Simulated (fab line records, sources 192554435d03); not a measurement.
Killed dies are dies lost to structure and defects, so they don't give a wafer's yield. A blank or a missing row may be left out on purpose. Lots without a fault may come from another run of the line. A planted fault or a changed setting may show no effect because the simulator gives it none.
One fault seen from 2 desks | flow n5_finfet | each desk has only its own numbers; what lay behind them comes last

THE METROLOGY DESK
What the gauges read, lot by lot, whatever tool the lot ran on: means of the sampled wafers that have a number. A lot is out of limits, marked OUT, if its mean lies more than 4 standard deviations from the usual mean; the brackets give that distance.
Columns: A = M8_THK at N5_BEOL_M8_THK_MEAS_53, usual 79.3 nm; B = M8_RS at N5_BEOL_M8_RS_MEAS_57, usual 0.291 ohm/sq
lot  | first seen here | A    | B
L827 | day 10 15:46    | 75.7 | 0.302
L828 | day 11 23:31    | 79.3 | 0.294
L831 | day 12 00:03    | 78.3 | 0.295
L835 | day 13 11:05    | 79.9 | 0.290
L839 | day 14 14:08    | 79.4 | 0.292
L844 | day 16 23:23    | 78.5 | 0.292
This desk's finding: nothing out of limits on any of the 6 lots.

THE TOOL OWNER'S DESK: pecvd-03
The tool's own readings at N5_BEOL_M8_DEP_56 (deposits SiCN from 3MS/NH3, target thk 10 nm, time 17.5 s): means of the sampled wafers that have a number, for each lot that ran on this tool. A lot is out of limits, marked OUT, if its mean lies more than 4 standard deviations from the usual mean; the brackets give that distance.
Columns: A = chamber_pressure_Torr at N5_BEOL_M8_DEP_56, usual 3.000 Torr; B = showerhead_plenum_p_Torr at N5_BEOL_M8_DEP_56, usual 3.670 Torr; C = throttle_valve_pct at N5_BEOL_M8_DEP_56, usual 9.2 %
lot  | first seen here | A     | B     | C
L828 | day 11 23:34    | 3.002 | 3.665 | 9.5
L831 | day 12 00:07    | 2.999 | 3.672 | 9.0
L835 | day 13 11:09    | 2.994 | 3.663 | 9.2
L844 | day 16 23:28    | 2.995 | 3.670 | 9.1
This desk's finding: nothing out of limits on any of the 4 lots.

PUT TOGETHER
The metrology desk saw nothing out of limits.
The tool owner's desk saw nothing out of limits.

WHAT THE SIMULATOR HAD PUT IN
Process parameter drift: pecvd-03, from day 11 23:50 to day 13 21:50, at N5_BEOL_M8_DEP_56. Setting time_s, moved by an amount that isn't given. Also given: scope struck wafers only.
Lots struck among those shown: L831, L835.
